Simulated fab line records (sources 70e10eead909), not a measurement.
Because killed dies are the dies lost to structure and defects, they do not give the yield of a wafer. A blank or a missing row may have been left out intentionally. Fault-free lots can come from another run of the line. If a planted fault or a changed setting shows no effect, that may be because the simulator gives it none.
fab line records	flow nandHarc
record: lots: 6	wafers: 18	lastDay: 24
route steps=1159 shown A_CONTACT@894 END@1159
lots untouched by any fault: they come from a run of this same line in which no faults occurred
startH: the number of hours between the record's first day and the start of the first shown wafer of the lot	waitH: how many hours have passed since the lot's step before this one	" unchanged from the row above	L1.1+2: several wafers, shown together as one row	- no value, or no start given	* or withheld: withheld	< > ~ a bound
route shown NAME@n: a module of which the file shows steps, and the number in the route of the first	usual: mean/standard deviation taken from wafers without a fault	same: alike in all rows	chamber/n: place in a boat	sites: readings site by site	_std_site: standard deviation across them	_edge_site: inner sites' mean taken away from outer sites' mean	radiusMm: how far each site lies from the wafer's centre	mask NAME#n: copy n	behind: tool/chamber where the wafer was last shaped	hold: what put the lot on hold/how long, in hours/how the hold closed	device: which transistor (n, p or np) failed to switch	end of line: at the end of the route, the tests of the same wafers	where a step has no rows: the recipe by itself	killed: dies lost to structure and defects at the first sort, not the wafer's yield	map: dies across one wafer; x = killed, . = not, _ = none there
set.NAME: the setting the step ran with; set.NAME@STEP: the setting that earlier step ran with	model.NAME: the simulator's own value behind a step, which no gauge read
certain route steps with their lots: each step a table, each wafer a row
services: a tool's chamber out of use, with start hour (startH, from the record's first day; less than 0 if before it), hours out, and reason
== steps ==
step: NHARC_A_CONTACT_PEB_67
recipe: pebTempC: 100	pebTimeS: 65
step: NHARC_A_CONTACT_DEVELOP_68
recipe: developTimeS: 35	devTempC: 23
step: NHARC_A_CONTACT_CD_MEAS_69
recipe: targetCdNm: 200	landingEnergyEv: 500
usual: cdNm: 200.1/0.73
lot.wafer	tool	chamber	startH	waitH	cdNm
L476.2	cdSem-01	0	379.47	-	201.0
L476.3	"	0	"	"	200.3
L476.5	"	0	"	"	200.4
L478.1	cdSem-01	0	390.64	-	198.1
L478.2	"	0	"	"	200.3
L478.3	"	0	"	"	200.0
L479.2	cdSem-01	0	398.79	-	201.1
L479.5	"	0	"	"	200.6
L479.6	"	0	"	"	199.9
L480.2	cdSem-01	0	403.53	-	199.8
L480.3	"	0	"	"	198.9
L480.6	"	0	"	"	199.9
L491.2	cdSem-02	0	491.09	-	199.9
L491.4	"	0	"	"	200.1
L491.5	"	0	"	"	199.8
L498.1	cdSem-03	0	519.25	-	200.7
L498.2	"	0	"	"	200.8
L498.5	"	0	"	"	201.1
step: NHARC_A_CONTACT_OVL_MEAS_70
usual: overlayXNm: -0.1/0.78	overlayYNm: 0.1/0.81
lot.wafer	tool	chamber	startH	waitH	overlayXNm	overlayYNm
L476.2	overlay-01	-	379.56	-	0.0	0.3
L476.3	"	-	"	"	-0.1	0.4
L476.5	"	-	"	"	-0.5	-0.1
L478.1	overlay-02	-	390.73	-	-0.9	-0.7
L478.2	"	-	"	"	-1.1	-1.0
L478.3	"	-	"	"	-0.8	0.0
L479.2	overlay-01	-	398.88	-	1.6	-0.3
L479.5	"	-	"	"	1.5	-0.1
L479.6	"	-	"	"	1.3	0.1
L480.2	overlay-02	-	403.61	-	0.1	-0.1
L480.3	"	-	"	"	0.3	-0.3
L480.6	"	-	"	"	0.0	-0.5
L491.2	overlay-01	-	491.18	-	0.6	-1.4
L491.4	"	-	"	"	1.2	-1.2
L491.5	"	-	"	"	1.0	-1.3
L498.1	overlay-01	-	519.34	-	-0.2	1.0
L498.2	"	-	"	"	0.2	1.1
L498.5	"	-	"	"	-0.1	1.6
step: NHARC_A_CONTACT_INSPECT_71
usual: rawDefectCount: 29/16
lot.wafer	tool	chamber	startH	waitH	rawDefectCount
L476.2	defectInspect-02	-	379.59	0.0	13
L476.3	"	-	"	"	24
L476.5	"	-	"	"	21
L478.1	defectInspect-02	-	390.77	0.0	41
L478.2	"	-	"	"	32
L478.3	"	-	"	"	35
L479.2	defectInspect-01	-	398.92	0.0	22
L479.5	"	-	"	"	33
L479.6	"	-	"	"	26
L480.2	defectInspect-02	-	403.67	0.1	22
L480.3	"	-	"	"	21
L480.6	"	-	"	"	22
L491.2	defectInspect-01	-	491.21	0.0	12
L491.4	"	-	"	"	7
L491.5	"	-	"	"	13
L498.1	defectInspect-02	-	519.37	0.0	68
L498.2	"	-	"	"	62
L498.5	"	-	"	"	62
step: NHARC_A_CONTACT_DESCUM_74
recipe: timeS: 3	o2FlowSccm: 200	arFlowSccm: 0	biasPowerW: 0	chemistry: O2
usual: drypumpMotorCurrentA: 5.8/0.49	oesProductAu: 0.997/0.01	rfVppV: 57.8/0.94	showerheadPlenumPTorr: 1.90/0.066	throttleValvePct: 11.310/0.01
lot.wafer	tool	chamber	startH	waitH	drypumpMotorCurrentA	oesProductAu	rfHoursCounterH	rfVppV	showerheadPlenumPTorr	throttleValvePct
L476.3	rieDiel-02	3	379.65	0.1	5.3	1.007	14	58.1	1.87	11.313
L476.2	"	0	"	"	6.0	1.001	17	57.6	1.82	11.316
L476.5	"	3	"	"	5.3	1.006	-	57.6	1.87	11.315
L478.2	rieDiel-04	3	390.83	0.1	6.5	1.003	19	57.9	1.99	11.300
L478.3	"	0	"	"	4.8	1.010	20	57.0	1.80	11.313
L478.1	"	1	"	"	5.7	0.997	16	58.5	1.96	11.323
L479.2	rieDiel-04	0	398.99	0.1	4.8	1.004	21	55.4	1.80	11.304
L479.6	"	3	"	"	6.5	1.001	-	59.7	1.99	11.311
L479.5	"	0	"	"	4.9	1.002	-	55.7	1.80	11.309
L480.3	rieDiel-02	0	403.75	0.1	6.0	0.988	25	56.3	1.82	11.315
L480.2	"	1	"	"	6.2	1.011	25	57.3	1.88	11.306
L480.6	"	2	"	"	5.8	0.980	-	58.2	1.92	11.328
L491.4	rieDiel-07	2	491.27	0.1	5.9	1.003	26	58.8	1.89	11.318
L491.2	"	3	"	"	6.2	0.988	24	58.0	1.99	11.331
L491.5	"	2	"	"	6.0	1.015	-	57.3	1.89	11.311
L498.1	rieDiel-07	1	519.43	0.1	5.6	1.016	39	57.1	1.93	11.315
L498.2	"	0	"	"	5.5	1.010	38	58.0	1.96	11.312
L498.5	"	2	"	"	5.9	1.002	-	57.7	1.89	11.321
step: NHARC_A_CONTACT_ETCH_75
recipe: targetDepthA: 390	overEtchFrac: 0.3	timeS: 65	ionEnergyEv: 80	cf4FlowSccm: 150	arFlowSccm: 0	rfW: 300	biasW: 100	chemistry: CF4
usual: biasW: 100.0/0.31	cf4FlowSccm: 149.9/0.44	drypumpMotorCurrentA: 5.8/0.49	oesProductAu: 0.997/0.01	rfVppV: 151.0/0.94	showerheadPlenumPTorr: 1.76/0.057	throttleValvePct: 13.285/0.0092
lot.wafer	tool	chamber	startH	waitH	biasW	cf4FlowSccm	drypumpMotorCurrentA	oesProductAu	rfHoursCounterH	rfVppV	showerheadPlenumPTorr	throttleValvePct
L476.3	rieDiel-02	3	379.74	0.1	100.2	149.9	5.3	0.995	14	150.9	1.73	13.269
L476.2	"	2	"	"	100.1	150.4	5.8	0.989	15	150.6	1.78	13.282
L476.5	"	0	"	"	100.3	149.6	6.0	1.001	-	150.3	1.69	13.298
L478.2	rieDiel-04	2	390.91	0.1	100.0	150.5	5.7	0.996	17	150.6	1.71	13.279
L478.3	"	3	"	"	100.0	150.9	6.6	1.001	19	151.5	1.84	13.291
L478.1	"	0	"	"	100.2	150.5	4.8	1.003	20	150.4	1.67	13.289
L479.2	rieDiel-04	3	399.06	0.1	100.1	149.8	6.5	1.004	21	150.5	1.83	13.296
L479.5	"	3	"	"	100.4	149.6	6.5	1.012	-	151.8	1.83	13.303
L479.6	"	0	"	"	99.8	149.2	4.9	1.010	-	150.0	1.67	13.289
L480.3	rieDiel-02	1	403.81	0.1	99.6	149.7	6.2	1.012	25	150.8	1.74	13.284
L480.2	"	0	"	"	99.5	149.6	6.0	0.989	25	150.9	1.69	13.279
L480.6	"	2	"	"	100.0	149.8	5.7	0.979	-	149.8	1.78	13.306
L491.2	rieDiel-07	2	491.36	0.1	100.3	148.9	6.0	1.027	26	150.0	1.75	13.283
L491.4	"	0	"	"	100.1	149.9	5.5	1.019	25	151.2	1.81	13.291
L491.5	"	2	"	"	100.0	149.7	6.0	1.017	-	150.3	1.75	13.284
L498.1	rieDiel-07	0	519.52	0.1	100.3	150.0	5.5	0.992	38	151.6	1.81	13.283
L498.2	"	1	"	"	99.9	150.6	5.7	1.008	39	151.4	1.78	13.289
L498.5	"	1	"	"	99.8	150.3	5.6	1.012	-	150.7	1.78	13.294
step: NHARC_A_CONTACT_ETCH_76
recipe: targetDepthA: 2600	overEtchFrac: 0.3	timeS: 475.3	ionEnergyEv: 200	n2FlowSccm: 150	h2FlowSccm: 150	arFlowSccm: 0	rfW: 400	biasW: 150	chemistry: N2/H2
step: NHARC_A_CONTACT_ETCH_77
recipe: targetDepthA: 726	timeS: 36.3	cf4FlowSccm: 100	chf3FlowSccm: 30	arFlowSccm: 0	rfW: 500	biasW: 200	chemistry: CF4/CHF3
usual: biasW: 200.0/0.55	cf4FlowSccm: 100.0/0.34	drypumpMotorCurrentA: 5.7/0.48	oesProductAu: 0.938/0.021	rfVppV: 370.2/1.9	showerheadPlenumPTorr: 1.56/0.051	throttleValvePct: 16.802/0.0091
lot.wafer	tool	chamber	startH	waitH	biasW	cf4FlowSccm	drypumpMotorCurrentA	oesProductAu	rfHoursCounterH	rfVppV	showerheadPlenumPTorr	throttleValvePct
L476.3	rieDiel-02	2	-	-	199.8	100.6	5.8	0.912	15	369.4	1.58	16.797
L476.2	"	3	"	"	200.3	100.1	5.3	0.918	14	368.9	1.54	16.815
L476.5	"	1	"	"	199.7	99.7	6.2	0.938	-	370.7	1.55	16.792
L478.1	rieDiel-04	1	-	-	199.8	100.1	5.7	0.916	17	371.7	1.61	16.816
L478.3	"	2	"	"	200.4	99.9	5.8	0.920	17	369.2	1.52	16.803
L478.2	"	0	"	"	200.7	100.2	4.8	0.930	20	367.0	1.48	16.798
L479.2	rieDiel-04	1	-	-	201.0	100.5	5.7	0.915	18	369.2	1.61	16.813
L479.6	"	1	"	"	200.2	99.9	5.7	0.907	-	372.1	1.61	16.815
L479.5	"	2	"	"	199.4	99.5	5.7	0.925	-	369.3	1.52	16.795
L480.2	rieDiel-02	3	-	-	200.4	99.4	5.3	0.914	22	370.1	1.54	16.801
L480.3	"	1	"	"	199.7	100.1	6.2	0.919	26	369.2	1.55	16.797
L480.6	"	0	"	"	200.6	100.0	6.0	0.913	-	368.0	1.50	16.819
L491.2	rieDiel-07	3	-	-	199.5	99.6	6.2	0.952	24	372.7	1.63	16.799
L491.4	"	1	"	"	200.2	100.4	5.7	0.983	26	371.4	1.59	16.814
L491.5	"	2	"	"	198.4	99.9	5.9	0.981	-	370.5	1.56	16.798
L498.1	rieDiel-07	3	-	-	198.8	100.0	6.2	0.961	40	371.2	1.63	16.804
L498.2	"	2	"	"	200.3	100.1	5.9	0.950	42	370.3	1.55	16.805
L498.5	"	3	"	"	200.2	99.9	6.2	0.965	-	373.2	1.63	16.793
step: NHARC_A_CONTACT_ETCH_78
recipe: targetDepthA: 28000	overEtchFrac: 0.3	timeS: 728	ionEnergyEv: 150	o2FlowSccm: 400	cosFlowSccm: 20	arFlowSccm: 0	rfW: 500	biasW: 300	chemistry: O2/COS
usual: biasW: 300.0/0.98	chamberPressureMTorr: 19.998/0.019	drypumpMotorCurrentA: 5.8/0.47	oesProductAu: 0.998/0.012	rfVppV: 313.9/1.7	showerheadPlenumPTorr: 3.10/0.1	throttleValvePct: 28.330/0.0092
lot.wafer	tool	chamber	startH	waitH	biasW	chamberPressureMTorr	drypumpMotorCurrentA	oesProductAu	rfHoursCounterH	rfVppV	showerheadPlenumPTorr	throttleValvePct
L476.2	rieDiel-02	3	-	-	299.7	19.983	5.3	1.000	14	313.6	3.06	28.319
L476.3	"	1	"	"	298.1	20.008	6.2	1.019	19	313.9	3.08	28.323
L476.5	"	3	"	"	299.0	20.012	5.3	0.999	-	313.4	3.06	28.321
L478.1	rieDiel-04	0	-	-	300.3	20.005	4.8	1.008	20	310.5	2.94	28.320
L478.2	"	2	"	"	298.9	20.027	5.8	0.989	17	310.8	3.02	28.333
L478.3	"	3	"	"	301.0	20.012	6.6	1.001	20	316.5	3.24	28.314
L479.2	rieDiel-04	0	-	-	299.6	19.966	4.8	1.006	22	312.2	2.94	28.329
L479.6	"	1	"	"	299.3	20.001	5.7	0.982	-	314.8	3.19	28.329
L479.5	"	2	"	"	298.9	19.990	5.8	0.988	-	312.7	3.02	28.328
L480.3	rieDiel-02	1	-	-	298.1	20.000	6.2	1.009	26	314.6	3.08	28.327
L480.2	"	3	"	"	300.3	19.988	5.3	0.992	22	313.9	3.06	28.320
L480.6	"	1	"	"	299.8	20.006	6.2	1.013	-	313.7	3.08	28.331
L491.4	rieDiel-07	1	-	-	299.8	19.963	5.7	1.011	26	314.8	3.16	28.329
L491.2	"	2	"	"	301.2	20.013	5.9	1.019	26	313.9	3.09	28.320
L491.5	"	2	"	"	299.6	20.019	6.0	1.011	-	312.8	3.09	28.344
L498.2	rieDiel-07	2	-	-	299.1	19.998	5.9	1.017	42	313.9	3.08	28.300
L498.1	"	3	"	"	300.9	20.022	6.2	1.009	40	316.7	3.23	28.329
L498.5	"	2	"	"	299.6	19.990	6.0	1.013	-	312.4	3.08	28.335
step: NHARC_A_CONTACT_ETCH_124
recipe: sourceW: withheld	pressureMtorr: 20	biasV: withheld	timeS: 140	targetDepthA: 7000	arFlowSccm: withheld	c4f8FlowSccm: withheld	o2FlowSccm: withheld	chemistry: C4F8/O2/Ar
usual: chamberPressureMTorr: 19.997/0.018	oesAirLineAu: 0.999/0.022
lot.wafer	tool	chamber	startH	waitH	chamberPressureMTorr	oesAirLineAu	rfHoursCounterH
L476.2	harCapEtch-03	0	380.79	-	19.981	0.966	79
L476.3	"	0	"	"	20.004	0.976	-
L476.5	"	1	"	"	20.000	1.031	-
L478.2	harCapEtch-01	0	392.01	-	19.978	1.007	58
L478.1	"	1	"	"	19.973	1.003	58
L478.3	"	1	"	"	20.003	1.002	-
L479.2	harCapEtch-03	1	400.10	-	20.017	1.003	84
L479.5	"	1	"	"	19.978	0.976	-
L479.6	"	0	"	"	20.007	1.006	-
L480.2	harCapEtch-01	1	404.84	-	19.996	1.005	60
L480.3	"	1	"	"	19.991	1.046	-
L480.6	"	1	"	"	19.976	1.046	-
L491.2	harCapEtch-03	1	492.39	-	20.009	1.008	98
L491.4	"	1	"	"	19.968	0.983	-
L491.5	"	1	"	"	19.983	1.000	-
L498.2	harCapEtch-03	0	520.56	-	20.004	0.993	103
L498.1	"	1	"	"	20.023	0.990	103
L498.5	"	1	"	"	20.018	1.004	-
step: NHARC_A_CONTACT_ETCH_125
recipe: sourceW: withheld	pressureMtorr: 20	biasV: 1200	timeS: 155	targetDepthA: 9560	arFlowSccm: withheld	c4f8FlowSccm: withheld	o2FlowSccm: withheld	chemistry: C4F8/O2/Ar
step: NHARC_A_CONTACT_ETCH_126
recipe: sourceW: withheld	pressureMtorr: 20	biasV: 1200	timeS: 155	targetDepthA: 9560	arFlowSccm: withheld	c4f8FlowSccm: withheld	o2FlowSccm: withheld	chemistry: C4F8/O2/Ar
usual: chamberPressureMTorr: 19.998/0.026	oesAirLineAu: 0.998/0.023
lot.wafer	tool	chamber	startH	waitH	chamberPressureMTorr	oesAirLineAu	rfHoursCounterH
L476.2	harCapEtch-03	0	381.13	0.1	19.999	1.022	79
L476.3	"	0	"	"	19.995	0.984	-
L476.5	"	1	"	"	20.013	0.990	-
L478.2	harCapEtch-01	0	392.35	0.1	-	-	-
L478.1	"	1	"	"	-	-	-
L478.3	"	1	"	"	-	-	-
L479.2	harCapEtch-03	1	400.45	0.1	-	-	-
L479.5	"	1	"	"	-	-	-
L479.6	"	0	"	"	-	-	-
L480.2	harCapEtch-01	1	405.18	0.1	19.991	0.975	60
L480.3	"	1	"	"	20.007	0.982	-
L480.6	"	1	"	"	19.989	0.976	-
L491.2	harCapEtch-03	1	492.73	0.1	20.026	0.979	98
L491.4	"	1	"	"	20.018	0.995	-
L491.5	"	1	"	"	20.017	1.001	-
L498.2	harCapEtch-03	0	520.90	0.1	20.007	0.987	103
L498.1	"	1	"	"	20.002	1.005	103
L498.5	"	1	"	"	19.967	0.999	-
step: NHARC_A_CONTACT_ETCH_127
recipe: sourceW: withheld	pressureMtorr: 20	biasV: 1200	timeS: 155	targetDepthA: 9560	arFlowSccm: withheld	c4f8FlowSccm: withheld	o2FlowSccm: withheld	chemistry: C4F8/O2/Ar
step: NHARC_END_SORT_01
recipe: tempC: 25
usual: killedAtArray: 28/11	killedAtOther: 0.8/1.1	killedAtPeriphery: 3.3/2.8	killedDies: 32/11	killedOpen: 3.3/1.9	killedShort: 1.9/1.4
same: grossDies: 677
lot.wafer	tool	chamber	startH	waitH	killedAtArray	killedAtOther	killedAtPeriphery	killedDies	killedOpen	killedShort
L476.2	prober-01	0	449.47	2.8	16	3	2	21	5	2
L476.3	prober-01	0	450.27	3.1	30	3	2	35	6	6
L476.5	prober-01	0	451.85	3.7	24	0	5	29	8	3
L478.1	prober-01	0	456.45	2.5	664	1	12	677	2	2
L478.2	prober-01	0	457.24	2.8	670	1	6	677	5	0
L478.3	prober-01	0	458.04	3.1	665	1	11	677	3	4
L479.2	prober-01	0	469.55	2.8	673	1	3	677	5	4
L479.5	prober-01	0	471.93	3.7	674	0	3	677	2	3
L479.6	prober-01	0	472.72	4.0	674	0	3	677	2	1
L480.2	prober-02	0	469.61	2.8	20	0	4	24	6	1
L480.3	prober-02	0	470.40	3.1	25	0	8	33	7	4
L480.6	prober-02	0	472.80	4.0	24	0	6	30	3	2
L491.2	prober-01	0	553.91	2.8	19	1	1	21	3	1
L491.4	prober-01	0	555.54	3.4	13	0	1	14	4	4
L491.5	prober-01	0	556.35	3.8	20	0	2	22	3	4
killed by level:class
L476.2 A_SLIT:chamberFilmFlake=7 A_ONON_D1:geometricParticle:open=2 A_CHANNEL_HOLE_D1:chamberFilmFlake=2 THIN_TSV:chamberFilmFlake=2 P_STI:geometricParticle:open=1 A_CHANNEL_FILL_D1:geometricParticle:open=1 A_CONTACT:geometricParticle:short=1 A_M0:geometricParticle:short=1
L476.3 A_SLIT:chamberFilmFlake=8 A_STAIRCASE:chamberFilmFlake=5 A_CHANNEL_HOLE_D1:chamberFilmFlake=4 A_CONTACT:geometricParticle:open=3 A_CHANNEL_FILL_D1:geometricParticle:short=2 THIN_TSV:chamberFilmFlake=2 P_M1:geometricParticle:open=1 A_ONON_D1:geometricParticle:open=1
L476.5 A_SLIT:chamberFilmFlake=12 P_CONTACT:chamberFilmFlake=3 A_CHANNEL_FILL_D1:geometricParticle:open=2 A_CONTACT:geometricParticle:open=2 P_CONTACT:geometricParticle:open=1 A_CHANNEL_HOLE_D1:geometricParticle:short=1 A_CHANNEL_FILL_D1:geometricParticle:short=1 A_SGD_CUT:geometricParticle:short=1
L478.1 A_CONTACT:areaEtch=627 A_CHANNEL_HOLE_D1:chamberFilmFlake=13 A_SLIT:chamberFilmFlake=12 A_WL_FILL:chamberFilmFlake=6 P_M0:chamberFilmFlake=3 P_BONDPAD:chamberFilmFlake=3 A_WL_FILL:geometricParticle:short=2 P_ZERO_WELL:chamberFilmFlake=2
L478.2 A_CONTACT:areaEtch=644 A_CHANNEL_HOLE_D1:chamberFilmFlake=14 A_SLIT:chamberFilmFlake=7 P_M0:geometricParticle:open=2 A_ONON_D1:geometricParticle:open=1 A_CONTACT:geometricParticle:open=1 A_BLC:geometricParticle:open=1 P_ZERO_WELL:chamberFilmFlake=1
L478.3 A_CONTACT:areaEtch=639 A_CHANNEL_HOLE_D1:chamberFilmFlake=11 A_SLIT:chamberFilmFlake=6 A_WL_FILL:chamberFilmFlake=4 P_M0:chamberFilmFlake=4 A_WL_FILL:geometricParticle:short=2 P_BONDPAD:chamberFilmFlake=2 P_GATE:geometricParticle:short=1
L479.2 A_CONTACT:areaEtch=648 A_CHANNEL_HOLE_D1:chamberFilmFlake=13 A_CHANNEL_FILL_D1:geometricParticle:open=3 A_CHANNEL_FILL_D1:geometricParticle:short=2 A_CHANNEL_FILL_D1:chamberFilmFlake=2 A_STAIRCASE:chamberFilmFlake=2 P_GATE:geometricParticle:short=1 A_CONTACT:geometricParticle:open=1
L480.2 A_SLIT:chamberFilmFlake=5 A_CHANNEL_HOLE_D1:chamberFilmFlake=3 A_CONTACT:chamberFilmFlake=3 A_CONTACT:geometricParticle:open=2 P_GATE:chamberFilmFlake=2 A_STAIRCASE:chamberFilmFlake=2 P_CONTACT:geometricParticle:open=1 A_ONON_D1:geometricParticle:open=1
L480.3 A_SLIT:chamberFilmFlake=12 A_STAIRCASE:chamberFilmFlake=3 P_M0:geometricParticle:open=2 A_ONON_D1:geometricParticle:open=2 A_CHANNEL_FILL_D1:geometricParticle:short=2 P_ZERO_WELL:chamberFilmFlake=2 A_CONTACT:chamberFilmFlake=2 P_CONTACT:geometricParticle:short=1
L479.5 A_CONTACT:areaEtch=644 A_CHANNEL_HOLE_D1:chamberFilmFlake=17 A_STAIRCASE:chamberFilmFlake=3 A_CONTACT:chamberFilmFlake=3 A_CHANNEL_FILL_D1:chamberFilmFlake=2 A_WL_FILL:chamberFilmFlake=2 P_CONTACT:geometricParticle:short=1 P_CONTACT:geometricParticle:open=1
L479.6 A_CONTACT:areaEtch=651 A_CHANNEL_HOLE_D1:chamberFilmFlake=14 P_CONTACT:geometricParticle:open=2 A_CHANNEL_FILL_D1:chamberFilmFlake=2 A_STAIRCASE:chamberFilmFlake=2 A_CONTACT:chamberFilmFlake=2 A_ONON_D1:geometricParticle:short=1 P_STI:chamberFilmFlake=1
L480.6 A_SLIT:chamberFilmFlake=11 P_ZERO_WELL:chamberFilmFlake=3 A_CHANNEL_HOLE_D1:chamberFilmFlake=3 A_STAIRCASE:chamberFilmFlake=3 A_CONTACT:chamberFilmFlake=3 A_SGD_CUT:geometricParticle:short=2 P_STI:geometricParticle:open=1 P_M0:geometricParticle:open=1
L491.2 A_CONTACT:chamberFilmFlake=8 A_CHANNEL_HOLE_D1:chamberFilmFlake=5 A_WL_FILL:chamberFilmFlake=2 P_M0:geometricParticle:open=1 A_WL_FILL:geometricParticle:short=1 A_CONTACT:geometricParticle:open=1 A_BLC:geometricParticle:open=1 A_STAIRCASE:chamberFilmFlake=1
L491.4 A_CONTACT:chamberFilmFlake=4 A_CHANNEL_FILL_D1:geometricParticle:short=2 A_SGD_CUT:geometricParticle:open=2 A_CHANNEL_HOLE_D1:chamberFilmFlake=2 P_CONTACT:geometricParticle:short=1 A_ONON_D1:geometricParticle:short=1 A_CHANNEL_FILL_D1:geometricParticle:open=1 A_BLC:geometricParticle:open=1
L491.5 A_CHANNEL_HOLE_D1:chamberFilmFlake=6 A_CONTACT:chamberFilmFlake=5 A_CHANNEL_FILL_D1:geometricParticle:short=2 P_CONTACT:geometricParticle:open=1 A_ONON_D1:geometricParticle:open=1 A_SGD_CUT:geometricParticle:short=1 A_M0:geometricParticle:open=1 A_M1:geometricParticle:short=1
map L478.1 (x killed, . not)
____________x____________
_________xxxxxxx_________
_______xxxxxxxxxxx_______
______xxxxxxxxxxxxx______
_____xxxxxxxxxxxxxxx_____
____xxxxxxxxxxxxxxxxx____
____xxxxxxxxxxxxxxxxx____
___xxxxxxxxxxxxxxxxxxx___
___xxxxxxxxxxxxxxxxxxx___
__xxxxxxxxxxxxxxxxxxxxx__
__xxxxxxxxxxxxxxxxxxxxx__
_xxxxxxxxxxxxxxxxxxxxxxx_
_xxxxxxxxxxxxxxxxxxxxxxx_
_xxxxxxxxxxxxxxxxxxxxxxx_
_xxxxxxxxxxxxxxxxxxxxxxx_
_xxxxxxxxxxxxxxxxxxxxxxx_
xxxxxxxxxxxxxxxxxxxxxxxxx
xxxxxxxxxxxxxxxxxxxxxxxxx
xxxxxxxxxxxxxxxxxxxxxxxxx
xxxxxxxxxxxxxxxxxxxxxxxxx
xxxxxxxxxxxxxxxxxxxxxxxxx
_xxxxxxxxxxxxxxxxxxxxxxx_
_xxxxxxxxxxxxxxxxxxxxxxx_
_xxxxxxxxxxxxxxxxxxxxxxx_
_xxxxxxxxxxxxxxxxxxxxxxx_
_xxxxxxxxxxxxxxxxxxxxxxx_
__xxxxxxxxxxxxxxxxxxxxx__
__xxxxxxxxxxxxxxxxxxxxx__
___xxxxxxxxxxxxxxxxxxx___
___xxxxxxxxxxxxxxxxxxx___
____xxxxxxxxxxxxxxxxx____
____xxxxxxxxxxxxxxxxx____
_____xxxxxxxxxxxxxxx_____
______xxxxxxxxxxxxx______
_______xxxxxxxxxxx_______
_________xxxxxxx_________
____________x____________
map L479.2 (x killed, . not)
____________x____________
_________xxxxxxx_________
_______xxxxxxxxxxx_______
______xxxxxxxxxxxxx______
_____xxxxxxxxxxxxxxx_____
____xxxxxxxxxxxxxxxxx____
____xxxxxxxxxxxxxxxxx____
___xxxxxxxxxxxxxxxxxxx___
___xxxxxxxxxxxxxxxxxxx___
__xxxxxxxxxxxxxxxxxxxxx__
__xxxxxxxxxxxxxxxxxxxxx__
_xxxxxxxxxxxxxxxxxxxxxxx_
_xxxxxxxxxxxxxxxxxxxxxxx_
_xxxxxxxxxxxxxxxxxxxxxxx_
_xxxxxxxxxxxxxxxxxxxxxxx_
_xxxxxxxxxxxxxxxxxxxxxxx_
xxxxxxxxxxxxxxxxxxxxxxxxx
xxxxxxxxxxxxxxxxxxxxxxxxx
xxxxxxxxxxxxxxxxxxxxxxxxx
xxxxxxxxxxxxxxxxxxxxxxxxx
xxxxxxxxxxxxxxxxxxxxxxxxx
_xxxxxxxxxxxxxxxxxxxxxxx_
_xxxxxxxxxxxxxxxxxxxxxxx_
_xxxxxxxxxxxxxxxxxxxxxxx_
_xxxxxxxxxxxxxxxxxxxxxxx_
_xxxxxxxxxxxxxxxxxxxxxxx_
__xxxxxxxxxxxxxxxxxxxxx__
__xxxxxxxxxxxxxxxxxxxxx__
___xxxxxxxxxxxxxxxxxxx___
___xxxxxxxxxxxxxxxxxxx___
____xxxxxxxxxxxxxxxxx____
____xxxxxxxxxxxxxxxxx____
_____xxxxxxxxxxxxxxx_____
______xxxxxxxxxxxxx______
_______xxxxxxxxxxx_______
_________xxxxxxx_________
____________x____________
== services ==
tool	chamber	startH	hours	kind
rieDiel-07	0	360.48	-	clean
rieDiel-07	1	360.48	-	clean
rieDiel-07	2	360.48	-	clean
rieDiel-07	3	360.48	-	clean
rieDiel-02	0	361.87	-	clean
rieDiel-02	1	361.87	-	clean
rieDiel-02	2	361.87	-	clean
rieDiel-02	3	361.87	-	clean
rieDiel-04	0	371.99	-	clean
rieDiel-04	1	371.99	-	clean
rieDiel-04	2	371.99	-	clean
rieDiel-04	3	371.99	-	clean
rieDiel-07	0	385.00	-	clean
rieDiel-07	1	385.00	-	clean
rieDiel-07	2	385.00	-	clean
rieDiel-07	3	385.00	-	clean
rieDiel-02	0	386.37	-	clean
rieDiel-02	1	386.37	-	clean
rieDiel-04	3	404.91	21.6	repair
rieDiel-07	-	405.20	9.0	pm
rieDiel-04	0	448.06	6.4	repair
rieDiel-04	-	466.28	9.0	pm
rieDiel-04	2	483.06	4.3	repair
rieDiel-02	-	505.01	9.0	pm
== key ==
firstSign: step: NHARC_A_CONTACT_ETCH_126	reading: toolRecord	direction: missing
effect: step: NHARC_END_SORT_01	reading: killedAtArray	direction: up	sigmas: 58	usual: 28	struck: 670
moreKillsBornAt: NHARC_A_CONTACT_ETCH_126@harCapEtch-03: 1943	NHARC_A_CONTACT_ETCH_126@harCapEtch-01: 1910
metAt NHARC_A_CONTACT_ETCH_126
struckWafers L478.1,L478.2,L478.3,L479.2,L479.5,L479.6
laterRowsLeftOut L478.1,L478.2,L478.3,L479.2,L479.5,L479.6
testerLeftOut L478,L479
onsetBetween 381.13 392.35
fault: kind: skippedStepWhole	tool: harCapEtch-01,harCapEtch-03	chamber: -	onsetH: 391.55	steps: NHARC_A_CONTACT_ETCH_126	scope: struckLotsOnly
testerLeftOut: of these lots the tester's yield and bins aren't shown, on N5 and GAA mostly nor the transistor test; their killed dies are dies lost to structure and defects alone, not to doping, threshold or leakage, so they don't give the yield
laterRowsLeftOut: the simulator's readings of these wafers behind a module that went badly wrong aren't trusted and aren't shown, but for the sort
